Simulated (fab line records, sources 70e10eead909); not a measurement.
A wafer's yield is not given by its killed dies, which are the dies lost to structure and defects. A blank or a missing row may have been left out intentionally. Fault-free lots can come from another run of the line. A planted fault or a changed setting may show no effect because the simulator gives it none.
Shared-tool check / flow nand_harc / Lots sampled 5, wafers sampled 15

== WHY THIS WAS OPENED ==
On 1 of the 5 lots, a flag is raised at NHARC_END_SORT_01 on the reading killed_at_periphery. Fault-free wafers read 3.4, with a standard deviation of 2.4.
Rule: a lot is flagged in two cases, either no wafer of it has a number, or all its wafers with numbers fall more than 4 standard deviations from that mean. As for the other lots, they are considered sound.

lot=L298; measured=day 23 00:50; on=prober-02; killed_at_periphery, wafer by wafer=655 667 664; flag=FLAGGED
lot=L308; measured=day 24 15:47; on=prober-01; killed_at_periphery, wafer by wafer=3 2 4; flag=
lot=L309; measured=day 24 23:51; on=prober-02; killed_at_periphery, wafer by wafer=7 7 4; flag=
lot=L310; measured=day 25 07:33; on=prober-02; killed_at_periphery, wafer by wafer=4 4 5; flag=
lot=L311; measured=day 25 15:17; on=prober-01; killed_at_periphery, wafer by wafer=3 0 2; flag=
The numbers of the flagged lots are 662.0 on average: +658.6 against the usual, or +99 or more standard deviations.

== EACH LOT AND THE TOOL IT RAN ON ==
Before the reading, the record contains 3 process steps out of a 1159-step route. Each cell gives the tool, then ch followed by the chambers the sampled wafers passed through, then the start.
lot=L298; flag=FLAGGED; NHARC_P_ZERO_WELL_ETCH_63=rie_si-03 ch 0,3, day 2 19:40; NHARC_P_ZERO_WELL_EXPOSE_21=krf_scanner-01 ch 0, day 2 20:20; NHARC_P_ZERO_WELL_DESCUM_39=rie_diel-07 ch 0,1, day 2 22:11
lot=L308; flag=; NHARC_P_ZERO_WELL_ETCH_63=rie_si-06 ch 1,2, day 5 07:32; NHARC_P_ZERO_WELL_EXPOSE_21=krf_scanner-03 ch 0, day 5 08:18; NHARC_P_ZERO_WELL_DESCUM_39=rie_diel-02 ch 0,3, day 5 10:17
lot=L309; flag=; NHARC_P_ZERO_WELL_ETCH_63=rie_si-04 ch 1,2,3, day 5 13:31; NHARC_P_ZERO_WELL_EXPOSE_21=krf_scanner-01 ch 0, day 5 14:18; NHARC_P_ZERO_WELL_DESCUM_39=rie_diel-09 ch 0,1,2, day 5 16:15
lot=L310; flag=; NHARC_P_ZERO_WELL_ETCH_63=rie_si-03 ch 0,1,2, day 5 19:40; NHARC_P_ZERO_WELL_EXPOSE_21=krf_scanner-03 ch 0, day 5 20:26; NHARC_P_ZERO_WELL_DESCUM_39=rie_diel-07 ch 0,1,3, day 5 22:24
lot=L311; flag=; NHARC_P_ZERO_WELL_ETCH_63=rie_si-06 ch 0,1, day 6 01:32; NHARC_P_ZERO_WELL_EXPOSE_21=krf_scanner-04 ch 0, day 6 02:18; NHARC_P_ZERO_WELL_DESCUM_39=rie_diel-02 ch 2,3, day 6 04:17
What these steps do:
- NHARC_P_ZERO_WELL_ETCH_63: etches the open film in HBr/Cl2, target depth 120 nm, time 40.1 s.
- NHARC_P_ZERO_WELL_EXPOSE_21: exposes mask P NWELL, target cd 720 nm.
- NHARC_P_ZERO_WELL_DESCUM_39: chemistry O2, time 3 s.
- NHARC_END_SORT_01

== FLAGGED OVER TOTAL, TOOL BY TOOL (the gauges that took the reading come last) ==
step=NHARC_P_ZERO_WELL_ETCH_63; tool=rie_si-03; lots run=2; flagged=1; share of the flagged lots=all; sound lots run after its first flagged lot=1 (L310)
step=NHARC_P_ZERO_WELL_ETCH_63; tool=rie_si-04; lots run=1; flagged=0; share of the flagged lots=none; sound lots run after its first flagged lot=-
step=NHARC_P_ZERO_WELL_ETCH_63; tool=rie_si-06; lots run=2; flagged=0; share of the flagged lots=none; sound lots run after its first flagged lot=-
step=NHARC_P_ZERO_WELL_EXPOSE_21; tool=krf_scanner-01; lots run=2; flagged=1; share of the flagged lots=all; sound lots run after its first flagged lot=1 (L309)
step=NHARC_P_ZERO_WELL_EXPOSE_21; tool=krf_scanner-03; lots run=2; flagged=0; share of the flagged lots=none; sound lots run after its first flagged lot=-
step=NHARC_P_ZERO_WELL_EXPOSE_21; tool=krf_scanner-04; lots run=1; flagged=0; share of the flagged lots=none; sound lots run after its first flagged lot=-
step=NHARC_P_ZERO_WELL_DESCUM_39; tool=rie_diel-02; lots run=2; flagged=0; share of the flagged lots=none; sound lots run after its first flagged lot=-
step=NHARC_P_ZERO_WELL_DESCUM_39; tool=rie_diel-07; lots run=2; flagged=1; share of the flagged lots=all; sound lots run after its first flagged lot=1 (L310)
step=NHARC_P_ZERO_WELL_DESCUM_39; tool=rie_diel-09; lots run=1; flagged=0; share of the flagged lots=none; sound lots run after its first flagged lot=-
step=NHARC_END_SORT_01; tool=prober-01; lots run=2; flagged=0; share of the flagged lots=none; sound lots run after its first flagged lot=-
step=NHARC_END_SORT_01; tool=prober-02; lots run=3; flagged=1; share of the flagged lots=all; sound lots run after its first flagged lot=2 (L309,L310)

== WHAT THE TABLE ALLOWS ==
4 rows of the table ran every flagged lot: rie_si-03 at NHARC_P_ZERO_WELL_ETCH_63, krf_scanner-01 at NHARC_P_ZERO_WELL_EXPOSE_21, rie_diel-07 at NHARC_P_ZERO_WELL_DESCUM_39, prober-02 at NHARC_END_SORT_01.
- rie_si-03 at NHARC_P_ZERO_WELL_ETCH_63 ran 2 lots, 1 of them flagged. Sound lots followed the first flagged one (L310) on it, something a lasting fault affecting the whole tool could not allow.
- krf_scanner-01 at NHARC_P_ZERO_WELL_EXPOSE_21 ran 2 lots, 1 of them flagged. Sound lots followed the first flagged one (L309) on it, something a lasting fault affecting the whole tool could not allow.
- rie_diel-07 at NHARC_P_ZERO_WELL_DESCUM_39 ran 2 lots, 1 of them flagged. Sound lots followed the first flagged one (L310) on it, something a lasting fault affecting the whole tool could not allow.
- prober-02 at NHARC_END_SORT_01 ran 3 lots, 1 of them flagged. Sound lots followed the first flagged one (L309, L310) on it, something a lasting fault affecting the whole tool could not allow.
None of the table's rows ran every flagged lot and, after the first, no sound lot.

== WHAT HAD BEEN PUT IN BY THE SIMULATOR ==
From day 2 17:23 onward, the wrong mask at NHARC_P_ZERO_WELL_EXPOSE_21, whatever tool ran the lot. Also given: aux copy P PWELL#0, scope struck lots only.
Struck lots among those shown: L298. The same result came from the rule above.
